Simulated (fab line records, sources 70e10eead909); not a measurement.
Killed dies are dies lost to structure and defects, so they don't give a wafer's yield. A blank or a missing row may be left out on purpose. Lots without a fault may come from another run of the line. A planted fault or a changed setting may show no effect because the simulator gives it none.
fab line records | flow nand_harc
record lots=15 wafers=45 last_day=24
route steps=1159 shown A_M1@1040 A_BONDPAD@1059
lots that met no fault: from a run of the same line without faults
start_h: hours from the record's first day to the start of the lot's first wafer shown | wait_h: hours since the lot's step before | " the same as in the row above | L1.1+2: a row that stands for several wafers | - no value, or no start given | * or withheld: withheld | < > ~ a bound
route shown NAME@n: a module of which the file shows steps, and the number in the route of the first | usual: mean/standard deviation of fault-free wafers | same: alike in all rows | chamber/n: place in a boat | sites: the reading at each site | _std_site: their standard deviation | _edge_site: outer sites' mean less inner sites' | radius_mm: how far each site lies from the wafer's centre | mask NAME#n: copy n | behind: the tool/chamber that last shaped the wafer | hold: why the lot was held/for how many hours/how that ended | device: the transistor (n, p or np) that didn't switch | end of line: the same wafers' tests at the end of the route | a step without rows: its recipe alone | killed: dies lost to structure and defects at the first sort, not the wafer's yield | map: a wafer's dies, x killed, . not, _ none there
set.NAME: the setting as run; set.NAME@STEP: as run at that earlier step | model.NAME: the simulator's own value behind a step, which no gauge read
steps of the route over a sample of lots; a table a step, a row a wafer
services: from which hour (start_h, from the record's first day; less than 0 if before it) a tool's chamber was out of use, for how many hours, and why
## steps
# step NHARC_A_M1_ETCH_35
# recipe target_depth_a=400 overetch_a=120 time_s=43.94 ion_energy_ev=200 n2_flow_sccm=150 h2_flow_sccm=150 ar_flow_sccm=0 rf_w=400 bias_w=150 chemistry=N2/H2
# usual drypump_motor_current_A=5.41/0.26 oes_product_au=0.998/0.0069 rf_vpp_V=431.1/2.3 showerhead_plenum_p_Torr=2.06/0.079 throttle_valve_pct=14.171/0.0089
# columns lot.wafer tool chamber start_h wait_h drypump_motor_current_A oes_product_au rf_hours_counter_h rf_vpp_V showerhead_plenum_p_Torr throttle_valve_pct
L937.2 rie_diel-03 0 431.23 0.1 5.30 0.996 2 428.9 1.98 14.174
L937.3 " 2 " " 5.47 0.983 1 432.6 2.13 14.163
L937.1 " 3 " " 4.95 0.997 1 434.3 2.15 14.175
L940.4 rie_diel-10 2 433.31 0.1 5.53 1.008 2 430.7 2.00 14.167
L940.5 " 3 " " 5.33 1.004 - 428.0 1.94 14.174
L940.6 " 0 " " 5.73 0.998 - 428.4 1.97 14.182
L939.1 rie_diel-03 3 433.46 0.1 4.97 0.993 2 432.9 2.15 14.178
L939.6 " 0 " " 5.28 1.004 - 428.9 1.98 14.178
L939.5 " 1 " " 5.59 1.000 - 432.6 2.09 14.183
L941.1 rie_diel-12 0 436.52 0.1 5.65 0.990 4 434.0 2.19 14.169
L941.2 " 1 " " 5.40 0.989 4 433.2 2.09 14.184
L941.3 " 3 " " 4.86 0.994 4 431.4 2.10 14.156
L943.3 rie_diel-10 2 452.59 0.1 5.58 0.998 2 429.7 2.00 14.160
L943.4 " 3 " " 5.33 0.998 2 427.9 1.94 14.177
L943.1 " 1 " " 5.55 1.008 2 434.9 2.13 14.162
L945.4 rie_diel-03 0 464.17 0.1 5.31 1.004 3 429.2 1.98 14.175
L945.3 " 3 " " 4.97 0.996 3 433.3 2.15 14.153
L945.6 " 1 " " 5.58 1.000 - 432.6 2.09 14.169
L944.4 rie_diel-12 2 477.44 0.1 5.77 1.003 7 430.9 2.15 14.161
L944.3 " 1 " " 5.40 0.998 7 431.7 2.09 14.185
L944.6 " 3 " " 4.85 0.999 - 433.1 2.10 14.150
L949.4 rie_diel-12 3 491.86 0.1 4.86 0.991 9 433.5 2.10 14.161
L949.3 " 0 " " 5.64 0.995 8 433.9 2.19 14.164
L949.5 " 1 " " 5.39 0.986 - 431.7 2.09 14.164
L950.2 rie_diel-12 1 494.20 0.1 5.41 1.005 8 430.2 2.09 14.180
L950.4 " 2 " " 5.78 1.007 9 433.2 2.15 14.178
L950.6 " 2 " " 5.81 0.999 - 434.2 2.15 14.160
L948.1 rie_diel-10 2 505.77 0.1 5.56 1.004 3 429.4 2.00 14.165
L948.4 " 0 " " 5.71 1.000 4 427.6 1.97 14.160
L948.6 " 2 " " 5.56 1.007 - 429.4 2.00 14.176
L947.4 rie_diel-03 0 516.29 0.1 5.30 0.995 8 429.1 1.98 14.166
L947.2 " 1 " " 5.54 0.992 8 430.0 2.09 14.175
L947.6 " 3 " " 4.97 0.991 - 432.4 2.14 14.177
L955.3 rie_diel-03 3 519.48 0.1 4.92 0.988 8 433.9 2.15 14.173
L955.1 " 0 " " 5.28 0.991 8 429.8 1.98 14.165
L955.2 " 2 " " 5.47 0.989 8 433.1 2.13 14.168
L954.2 rie_diel-10 3 519.77 0.1 5.34 0.991 4 428.7 1.94 14.184
L954.3 " 0 " " 5.72 1.000 4 429.2 1.97 14.176
L954.4 " 1 " " 5.57 1.002 4 432.2 2.13 14.172
L956.1 rie_diel-03 1 525.41 0.1 5.56 1.004 8 429.9 2.09 14.173
L956.2 " 3 " " 4.96 0.990 8 433.7 2.14 14.170
L956.6 " 1 " " 5.56 1.004 - 432.2 2.09 14.182
L959.3 rie_diel-03 0 530.53 0.1 5.26 0.995 8 430.0 1.98 14.180
L959.6 " 3 " " 4.95 0.989 - 433.4 2.14 14.165
L959.4 " 0 " " 5.29 1.012 - 428.8 1.98 14.169
# step NHARC_A_M1_ANNEAL_31
# recipe temp_c=225 time_s=90
# usual wafer_temp_C_max=225.95/0.23
# columns lot.wafer tool chamber start_h wait_h wafer_temp_C_max
L937.1 rtp_anneal-02 0 433.02 0.4 225.99
L937.2 " 0 " " 226.21
L937.3 " 0 " " 226.18
L939.1 rtp_anneal-02 0 435.40 - 225.67
L939.5 " 0 " " 225.98
L939.6 " 0 " " 225.92
L940.4 rtp_anneal-01 0 435.44 0.4 225.98
L940.5 " 0 " " 225.90
L940.6 " 0 " " 226.36
L941.1 rtp_anneal-01 0 438.19 - 225.90
L941.2 " 0 " " 225.97
L941.3 " 0 " " 225.87
L943.1 rtp_anneal-01 0 454.59 - 226.41
L943.3 " 0 " " 226.39
L943.4 " 0 " " 226.17
L945.3 rtp_anneal-01 0 465.94 - 226.00
L945.4 " 0 " " 226.14
L945.6 " 0 " " 225.72
L944.3 rtp_anneal-02 0 479.22 - 226.39
L944.4 " 0 " " 226.20
L944.6 " 0 " " 225.84
L949.3 rtp_anneal-02 0 493.62 - 225.75
L949.4 " 0 " " 225.86
L949.5 " 0 " " 225.80
L950.2 rtp_anneal-02 0 495.94 - 226.15
L950.4 " 0 " " 226.07
L950.6 " 0 " " 225.77
L948.1 rtp_anneal-02 0 507.44 - 225.85
L948.4 " 0 " " 225.80
L948.6 " 0 " " 226.21
L947.2 rtp_anneal-02 0 518.01 0.3 226.02
L947.4 " 0 " " 226.18
L947.6 " 0 " " 225.70
L955.1 rtp_anneal-02 0 521.29 0.3 225.57
L955.2 " 0 " " 225.94
L955.3 " 0 " " 225.77
L954.2 rtp_anneal-01 0 522.07 0.4 226.16
L954.3 " 0 " " 225.87
L954.4 " 0 " " 225.91
L956.1 rtp_anneal-02 0 527.11 - 225.88
L956.2 " 0 " " 225.68
L956.6 " 0 " " 226.19
L959.3 rtp_anneal-02 0 532.34 - 226.02
L959.4 " 0 " " 225.76
L959.6 " 0 " " 226.24
# step NHARC_A_BONDPAD_DEP_00
# recipe target_thk_a=2500 temp_c=370 target_thk_nm=250 pressure_torr=3 flow_sccm=200 rf_w=450 material=SiCN
# usual chamber_pressure_Torr=3.000/0.007 heater_power_outer_w=345/56 heater_power_w=594/94
# columns lot.wafer tool chamber start_h wait_h chamber_pressure_Torr heater_power_outer_w heater_power_w
L937.1 pecvd-03 0 434.54 - 3.001 426 692
L937.3 " 1 " " 3.011 363 647
L937.2 " 2 " " 2.990 466 740
L939.1 pecvd-04 0 437.07 - 3.000 255 452
L939.5 " 0 " " 2.994 269 460
L939.6 " 2 " " 2.999 215 380
L940.5 pecvd-02 1 437.08 - 2.997 349 573
L940.6 " 2 " " 3.004 267 520
L940.4 " 0 " " 3.005 323 543
L941.2 pecvd-02 0 439.78 - 2.996 370 585
L941.3 " 1 " " 2.993 300 511
L941.1 " 2 " " 3.011 349 639
L943.3 pecvd-03 1 456.52 - 3.001 333 592
L943.1 " 0 " " 3.003 363 608
L943.4 " 1 " " 3.016 342 605
L945.3 pecvd-03 0 467.43 - 2.983 441 694
L945.6 " 2 " " 2.997 417 688
L945.4 " 0 " " 2.975 423 703
L944.3 pecvd-04 2 481.66 - 2.997 263 451
L944.4 " 0 " " 2.997 285 503
L944.6 " 2 " " 3.001 265 451
L949.3 pecvd-02 0 495.08 - 2.992 375 589
L949.4 " 0 " " 3.000 371 613
L949.5 " 1 " " 3.007 323 554
L950.2 pecvd-03 0 497.47 - 2.998 397 671
L950.4 " 0 " " 2.983 404 674
L950.6 " 1 " " 3.002 290 556
L948.1 pecvd-02 0 509.06 - 2.993 290 496
L948.4 " 2 " " 2.994 330 588
L948.6 " 0 " " 2.991 300 494
L947.2 pecvd-04 1 519.57 - 3.010 326 629
L947.6 " 2 " " 3.005 212 385
L947.4 " 0 " " 2.992 291 474
L955.2 pecvd-03 0 522.82 - - - -
L955.3 " 1 " " - - -
L955.1 " 2 " " - - -
L954.3 pecvd-03 0 523.53 - - - -
L954.2 " 2 " " - - -
L954.4 " 1 " " - - -
L956.2 pecvd-02 1 528.68 - - - -
L956.1 " 2 " " - - -
L956.6 " 0 " " - - -
L959.3 pecvd-04 0 533.77 - 2.989 286 490
L959.4 " 1 " " 3.009 415 731
L959.6 " 2 " " 3.008 274 445
# step NHARC_A_BONDPAD_CD_MEAS_09
# recipe target_cd_nm=500 landing_energy_ev=500
# usual cd_nm=499.8/1.1
# same landing_energy_ev=500
# columns lot.wafer tool chamber start_h wait_h cd_nm
L937.1 cd_sem-01 0 435.65 - 499.8
L937.2 " 0 " " 500.8
L937.3 " 0 " " 499.7
L940.4 cd_sem-03 0 438.05 - 500.8
L940.5 " 0 " " 499.7
L940.6 " 0 " " 500.2
L939.1 cd_sem-03 0 438.19 - 498.2
L939.5 " 0 " " 497.9
L939.6 " 0 " " 499.1
L941.1 cd_sem-03 0 441.03 - 500.7
L941.2 " 0 " " 500.7
L941.3 " 0 " " 499.3
L943.1 cd_sem-03 0 457.75 - 499.5
L943.3 " 0 " " 499.6
L943.4 " 0 " " 499.8
L945.3 cd_sem-03 0 468.60 - 499.0
L945.4 " 0 " " 499.8
L945.6 " 0 " " 496.6
L944.3 cd_sem-01 0 482.80 - 499.9
L944.4 " 0 " " 499.8
L944.6 " 0 " " 500.5
L949.3 cd_sem-03 0 496.37 - 500.4
L949.4 " 0 " " 501.7
L949.5 " 0 " " 501.6
L950.2 cd_sem-03 0 498.65 - 501.1
L950.4 " 0 " " 500.2
L950.6 " 0 " " 501.8
L948.1 cd_sem-02 0 510.20 - 499.0
L948.4 " 0 " " 499.5
L948.6 " 0 " " 501.2
L947.2 cd_sem-02 0 520.74 - 501.0
L947.4 " 0 " " 501.1
L947.6 " 0 " " 502.1
L955.1 cd_sem-01 0 524.05 - 501.3
L955.2 " 0 " " 498.6
L955.3 " 0 " " 500.1
L954.2 cd_sem-02 0 524.76 - 498.8
L954.3 " 0 " " 498.7
L954.4 " 0 " " 498.6
L956.1 cd_sem-01 0 529.90 - 501.6
L956.2 " 0 " " 498.9
L956.6 " 0 " " 497.9
L959.3 cd_sem-01 0 535.00 - 500.5
L959.4 " 0 " " 500.4
L959.6 " 0 " " 499.4
## services
# columns tool chamber start_h hours kind
rie_diel-12 - 417.86 0.5 repair
rie_diel-03 0 425.84 - clean
rie_diel-03 1 425.84 - clean
rie_diel-03 2 425.84 - clean
rie_diel-03 3 425.84 - clean
rie_diel-03 0 450.34 - clean
rie_diel-03 1 450.34 - clean
rie_diel-03 2 450.34 - clean
rie_diel-03 3 450.34 - clean
rie_diel-03 0 451.58 3.9 repair
pecvd-03 - 473.15 13.0 pm
rie_diel-03 0 474.84 - clean
rie_diel-03 1 474.84 - clean
rie_diel-03 2 474.84 - clean
rie_diel-03 3 474.84 - clean
rie_diel-10 1 479.27 7.9 repair
pecvd-02 - 483.92 3.8 repair
rie_diel-10 - 498.21 0.2 repair
rie_diel-12 1 506.69 14.3 repair
pecvd-02 - 515.42 13.0 pm
pecvd-04 - 516.57 0.6 repair
rie_diel-03 2 519.95 14.1 repair
rie_diel-03 - 527.05 0.4 repair
rie_diel-10 - 530.50 9.0 pm
## key
first_sign step=NHARC_A_BONDPAD_DEP_00 reading=tool_record direction=missing
effect none on later readings
met_at NHARC_A_BONDPAD_DEP_00
struck_lots L954,L955,L956
later_rows_left_out L954.2,L954.3,L954.4,L955.1,L955.2,L955.3,L956.1,L956.2,L956.6
sort_left_out L954.2,L954.3,L954.4,L955.1,L955.2,L955.3,L956.1,L956.2,L956.6
not_acting_at NHARC_A_M1_ETCH_35,NHARC_A_M1_ANNEAL_31,NHARC_A_BONDPAD_CD_MEAS_09
onset_between 509.06 522.82
fault kind=skipped_step_whole tool=pecvd-02,pecvd-03 chamber=- onset_h=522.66 steps=NHARC_A_BONDPAD_DEP_00 scope=struck_lots_only
# sort_left_out: the simulated sort isn't trusted on such a fault, so these wafers' sort isn't shown, and their yield isn't known
# later_rows_left_out: the simulator's readings of these wafers behind a module that went badly wrong aren't trusted and aren't shown, but for the sort
